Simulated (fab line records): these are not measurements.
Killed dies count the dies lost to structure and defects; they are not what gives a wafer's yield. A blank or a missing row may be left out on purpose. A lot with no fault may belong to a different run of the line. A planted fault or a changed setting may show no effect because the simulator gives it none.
Chamber matching / flow n5Finfet / N5_BEOL_M9_STRIP_36 on rieDiel-04 has 4 sister chambers
The step strips in N2/H2. 27 wafers are shown with their chamber, then 12 later ones without.

== WAFERS WITH THEIR CHAMBER ==
wafer=L076.2; chamber=0; showerheadPlenumPTorr (Torr)=2.61; drypumpMotorCurrentA (A)=5.7; oesProductAu (a.u.)=0.99
wafer=L076.3; chamber=3; showerheadPlenumPTorr (Torr)=2.42; drypumpMotorCurrentA (A)=6.6; oesProductAu (a.u.)=0.70
wafer=L076.4; chamber=1; showerheadPlenumPTorr (Torr)=2.54; drypumpMotorCurrentA (A)=6.5; oesProductAu (a.u.)=0.80
wafer=L077.1; chamber=3; showerheadPlenumPTorr (Torr)=2.42; drypumpMotorCurrentA (A)=6.7; oesProductAu (a.u.)=0.71
wafer=L077.2; chamber=0; showerheadPlenumPTorr (Torr)=2.61; drypumpMotorCurrentA (A)=5.8; oesProductAu (a.u.)=0.96
wafer=L077.4; chamber=2; showerheadPlenumPTorr (Torr)=2.60; drypumpMotorCurrentA (A)=5.7; oesProductAu (a.u.)=0.88
wafer=L080.3; chamber=3; showerheadPlenumPTorr (Torr)=2.42; drypumpMotorCurrentA (A)=6.6; oesProductAu (a.u.)=0.69
wafer=L080.4; chamber=0; showerheadPlenumPTorr (Torr)=2.61; drypumpMotorCurrentA (A)=5.7; oesProductAu (a.u.)=0.94
wafer=L080.5; chamber=0; showerheadPlenumPTorr (Torr)=2.61; drypumpMotorCurrentA (A)=5.7; oesProductAu (a.u.)=0.92
wafer=L082.3; chamber=1; showerheadPlenumPTorr (Torr)=2.54; drypumpMotorCurrentA (A)=6.5; oesProductAu (a.u.)=0.77
wafer=L082.4; chamber=3; showerheadPlenumPTorr (Torr)=2.42; drypumpMotorCurrentA (A)=6.6; oesProductAu (a.u.)=0.69
wafer=L082.5; chamber=3; showerheadPlenumPTorr (Torr)=2.42; drypumpMotorCurrentA (A)=6.6; oesProductAu (a.u.)=0.69
wafer=L084.2; chamber=1; showerheadPlenumPTorr (Torr)=2.53; drypumpMotorCurrentA (A)=6.6; oesProductAu (a.u.)=0.77
wafer=L084.3; chamber=0; showerheadPlenumPTorr (Torr)=2.60; drypumpMotorCurrentA (A)=5.7; oesProductAu (a.u.)=0.92
wafer=L084.6; chamber=1; showerheadPlenumPTorr (Torr)=2.54; drypumpMotorCurrentA (A)=6.6; oesProductAu (a.u.)=0.79
wafer=L083.2; chamber=1; showerheadPlenumPTorr (Torr)=2.53; drypumpMotorCurrentA (A)=6.5; oesProductAu (a.u.)=0.78
wafer=L083.5; chamber=3; showerheadPlenumPTorr (Torr)=2.41; drypumpMotorCurrentA (A)=6.6; oesProductAu (a.u.)=0.70
wafer=L083.6; chamber=2; showerheadPlenumPTorr (Torr)=2.60; drypumpMotorCurrentA (A)=5.7; oesProductAu (a.u.)=0.84
wafer=L086.1; chamber=1; showerheadPlenumPTorr (Torr)=2.53; drypumpMotorCurrentA (A)=6.5; oesProductAu (a.u.)=0.78
wafer=L086.3; chamber=3; showerheadPlenumPTorr (Torr)=2.41; drypumpMotorCurrentA (A)=6.6; oesProductAu (a.u.)=0.69
wafer=L086.5; chamber=0; showerheadPlenumPTorr (Torr)=2.60; drypumpMotorCurrentA (A)=5.7; oesProductAu (a.u.)=0.91
wafer=L085.2; chamber=0; showerheadPlenumPTorr (Torr)=2.60; drypumpMotorCurrentA (A)=5.7; oesProductAu (a.u.)=0.91
wafer=L085.5; chamber=0; showerheadPlenumPTorr (Torr)=2.60; drypumpMotorCurrentA (A)=5.7; oesProductAu (a.u.)=0.91
wafer=L085.6; chamber=1; showerheadPlenumPTorr (Torr)=2.53; drypumpMotorCurrentA (A)=6.5; oesProductAu (a.u.)=0.78
wafer=L088.1; chamber=0; showerheadPlenumPTorr (Torr)=2.60; drypumpMotorCurrentA (A)=5.8; oesProductAu (a.u.)=0.90
wafer=L088.3; chamber=1; showerheadPlenumPTorr (Torr)=2.53; drypumpMotorCurrentA (A)=6.5; oesProductAu (a.u.)=0.77
wafer=L088.4; chamber=3; showerheadPlenumPTorr (Torr)=2.41; drypumpMotorCurrentA (A)=6.6; oesProductAu (a.u.)=0.70

SIGNATURES (means of the wafers above)
reading=showerheadPlenumPTorr; chamber 0=2.6044; chamber 1=2.5337; chamber 2=2.6000; chamber 3=2.4162; scatter within a chamber=0.0051
reading=drypumpMotorCurrentA; chamber 0=5.722; chamber 1=6.525; chamber 2=5.700; chamber 3=6.612; scatter within a chamber=0.0413
reading=oesProductAu; chamber 0=0.9289; chamber 1=0.7800; chamber 2=0.8600; chamber 3=0.6962; scatter within a chamber=0.0196
Rule: distance of a wafer from a chamber = root of the sum over the readings of ((wafer's reading minus chamber's mean) / reading's scatter) squared. The wafer belongs to the nearest chamber; if the next one is less than 2 further off, it can't be placed. How the scatter is found: for the shown wafers, subtract from each reading the mean of its chamber, square and add these, divide the total by (wafers less chambers), then take the root.

== WAFERS WITHOUT THEIR CHAMBER ==
wafer=L089.1; showerheadPlenumPTorr (Torr)=2.53; drypumpMotorCurrentA (A)=6.5; oesProductAu (a.u.)=0.76
wafer=L089.4; showerheadPlenumPTorr (Torr)=2.59; drypumpMotorCurrentA (A)=5.7; oesProductAu (a.u.)=0.83
wafer=L089.5; showerheadPlenumPTorr (Torr)=2.53; drypumpMotorCurrentA (A)=6.5; oesProductAu (a.u.)=0.77
wafer=L093.3; showerheadPlenumPTorr (Torr)=2.60; drypumpMotorCurrentA (A)=5.7; oesProductAu (a.u.)=0.87
wafer=L093.4; showerheadPlenumPTorr (Torr)=2.59; drypumpMotorCurrentA (A)=5.7; oesProductAu (a.u.)=0.81
wafer=L093.6; showerheadPlenumPTorr (Torr)=2.41; drypumpMotorCurrentA (A)=6.6; oesProductAu (a.u.)=0.67
wafer=L095.2; showerheadPlenumPTorr (Torr)=2.41; drypumpMotorCurrentA (A)=6.6; oesProductAu (a.u.)=0.68
wafer=L095.3; showerheadPlenumPTorr (Torr)=2.59; drypumpMotorCurrentA (A)=5.8; oesProductAu (a.u.)=0.88
wafer=L095.4; showerheadPlenumPTorr (Torr)=2.59; drypumpMotorCurrentA (A)=5.7; oesProductAu (a.u.)=0.82
wafer=L096.2; showerheadPlenumPTorr (Torr)=2.40; drypumpMotorCurrentA (A)=6.6; oesProductAu (a.u.)=0.68
wafer=L096.4; showerheadPlenumPTorr (Torr)=2.59; drypumpMotorCurrentA (A)=5.8; oesProductAu (a.u.)=0.86
wafer=L096.6; showerheadPlenumPTorr (Torr)=2.59; drypumpMotorCurrentA (A)=5.7; oesProductAu (a.u.)=0.88

== WHICH CHAMBER EACH WENT THROUGH ==
wafer=L089.1; from the rows above=1; in truth=1
wafer=L089.4; from the rows above=2; in truth=2
wafer=L089.5; from the rows above=1; in truth=1
wafer=L093.3; from the rows above=2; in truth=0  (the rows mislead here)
wafer=L093.4; from the rows above=2; in truth=2
wafer=L093.6; from the rows above=3; in truth=3
wafer=L095.2; from the rows above=3; in truth=3
wafer=L095.3; from the rows above=can't be placed: 2 or 0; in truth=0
wafer=L095.4; from the rows above=2; in truth=2
wafer=L096.2; from the rows above=3; in truth=3
wafer=L096.4; from the rows above=can't be placed: 2 or 0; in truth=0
wafer=L096.6; from the rows above=can't be placed: 2 or 0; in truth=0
8 of 12 placed correctly. Can't be placed from these rows: 3 (the true chamber is among the candidates in 3). 1 placed wrongly.
